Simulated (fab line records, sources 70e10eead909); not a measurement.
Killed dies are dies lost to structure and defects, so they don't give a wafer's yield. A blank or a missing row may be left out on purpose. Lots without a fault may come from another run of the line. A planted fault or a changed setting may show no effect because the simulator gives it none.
A struck lot beside a sound one | flow nand_harc | 18 steps out of a route of 1302
Sound: wafers L320.1, L320.2, L320.4. Struck: wafers L309.1, L309.2, L309.5. The cause comes at the end.
At each step with rows: each side's tool, then ch and its chambers, then its first start. Under that, the readings that differ: sound wafers | struck wafers | difference of the means | sigmas: that difference in standard deviations of wafers without a fault.
alike: readings whose means differ by less than 2 such deviations, and words and numbers that are the same on both sides. not compared: withheld readings, readings that some wafer has no value for, bounds like >300 that may hide the same value, and numbers for which the record gives no deviation and whose values overlap.
The two part at a step that has a row with sigmas, a row that says differs or no value, or rows on one side only. Numbers that don't overlap but have no deviation are shown without sigmas and don't part them. A reading that every wafer of one side lacks parts them only if that side has two wafers or more.

NHARC_P_GATE_CD_MEAS_46: target cd 720 nm.
  sound on cd_sem-01 ch 0, day 11 12:13; struck on cd_sem-03 ch 0, day 6 23:17
  alike: cd_nm
then, 1 step without rows for these wafers: NHARC_P_GATE_HARDBAKE_47 (time 80 s).
NHARC_P_GATE_DESCUM_48: chemistry O2, time 3 s.
  sound on rie_diel-12 ch 1,2,3, day 11 12:22; struck on rie_diel-12 ch 0,3, day 6 23:26
  reading                | sound                | struck               | difference | sigmas
  throttle_valve_pct (%) | 11.317 11.320 11.322 | 11.311 11.304 11.287 | -0.019     | -2
  alike: drypump_motor_current_A, oes_product_au, rf_vpp_V, showerhead_plenum_p_Torr
  not compared: rf_hours_counter_h
then, 1 step without rows for these wafers: NHARC_P_GATE_IMPLANT_49.
NHARC_P_GATE_STRIP_111: strips in N2/H2, time 250 s.
  sound on plasma_asher-01 ch 0,1, day 11 12:44; struck on plasma_asher-02 ch 0,1, day 6 23:49
  alike: drypump_motor_current_A, heater_power_w
  not compared: rf_hours_counter_h
NHARC_P_GATE_STRIP_75: strips in O2.
  sound on plasma_asher-01 ch 0,1, day 11 13:02; struck on plasma_asher-02 ch 0,1, day 7 00:07
  alike: drypump_motor_current_A, heater_power_w
  not compared: rf_hours_counter_h
then, 6 steps without rows for these wafers: NHARC_P_GATE_STRIP_50 (strips in SPM, time 900 s); NHARC_P_GATE_DEHYDRATE_51 (time 120 s); NHARC_P_GATE_HMDS_52 (time 30 s); NHARC_P_GATE_COAT_53; NHARC_P_GATE_SOFTBAKE_54 (time 95 s); NHARC_P_GATE_EBR_55.
NHARC_P_GATE_EXPOSE_56: exposes mask P PSD, target cd 720 nm.
  sound on krf_scanner-02 ch 0, day 11 13:41; struck on krf_scanner-02 ch 0, day 7 00:53
  reading | sound                   | struck                           | difference | sigmas
  mask    | P_PSD#0 P_PSD#0 P_PSD#0 | P_PSD_R1#0 P_PSD_R1#0 P_PSD_R1#0 | differs    |
then, 2 steps without rows for these wafers: NHARC_P_GATE_PEB_57 (peb time 85 s); NHARC_P_GATE_DEVELOP_58 (time 70 s).
NHARC_P_GATE_CD_MEAS_59: target cd 720 nm.
  sound on cd_sem-03 ch 0, day 11 13:51; struck on cd_sem-02 ch 0, day 7 01:02
  reading    | sound             | struck            | difference | sigmas
  cd_nm (nm) | 720.7 720.9 720.9 | 773.6 773.8 774.7 | +53.2      | +41
then, 1 step without rows for these wafers: NHARC_P_GATE_HARDBAKE_60 (time 80 s).
-- the record jumps here: 19 days lie between the struck wafers' starts before and after (it left off in module P_GATE and takes up again in module END, whose first step shown is number 1302 of the route) --
NHARC_END_SORT_01:
  sound on prober-01 ch 0, day 30 05:05; struck on prober-01 ch 0, day 26 06:43
  alike: killed_at_array, killed_at_other, killed_at_periphery, killed_dies, killed_open, killed_short

WHERE THEY PART
First at NHARC_P_GATE_DESCUM_48; last, within this record, at NHARC_P_GATE_CD_MEAS_59. Later steps at which nothing parts them and some readings are alike: NHARC_END_SORT_01.

WHY: what the simulator had put in
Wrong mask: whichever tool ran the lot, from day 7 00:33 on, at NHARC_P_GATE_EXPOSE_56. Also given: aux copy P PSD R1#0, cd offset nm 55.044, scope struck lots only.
